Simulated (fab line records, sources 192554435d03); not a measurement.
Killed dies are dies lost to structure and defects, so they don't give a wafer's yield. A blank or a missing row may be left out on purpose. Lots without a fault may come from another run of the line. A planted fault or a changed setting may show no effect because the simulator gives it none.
Chamber matching | flow n5_finfet | N5_BEOL_M11_ETCH_65 on rie_diel-03: 4 sister chambers
The step etches SiARC in CF4, target depth 39 nm, time 65 s. 4 wafers are shown with their chamber, then 8 later ones without.

WAFERS WITH THEIR CHAMBER
wafer  | chamber | showerhead_plenum_p_Torr (Torr)
L080.2 | 1       | 2.06
L087.1 | 0       | 2.11
L087.5 | 3       | 2.26
L089.1 | 2       | 2.20

WAFERS WITHOUT THEIR CHAMBER
wafer  | showerhead_plenum_p_Torr (Torr)
L089.3 | 2.05
L089.4 | 2.11
L093.1 | 2.11
L093.3 | 2.26
L093.4 | 2.20
L096.1 | 2.11
L096.4 | 2.20
L096.5 | 2.20

WHICH CHAMBER EACH WENT THROUGH
wafer  | from the rows above | in truth
L089.3 | 1                   | 1
L089.4 | 0                   | 0
L093.1 | 0                   | 0
L093.3 | 3                   | 3
L093.4 | 2                   | 2
L096.1 | 0                   | 0
L096.4 | 2                   | 2
L096.5 | 2                   | 2
Placed correctly: 8 of 8. Can't be placed from these rows: 0. Placed wrongly: 0.
How it was worked out, from the rows above alone: a wafer's distance from a chamber is the root of the sum, over the readings, of the square of ((its reading less the chamber's mean) divided by the reading's scatter). The wafer belongs to the nearest chamber; if the next one is less than 2 further off, it can't be placed. A chamber's mean is the mean of its shown wafers. The scatter: with one shown wafer a chamber, the root of the mean of the squares of how far each hidden wafer lies from its nearest shown one.
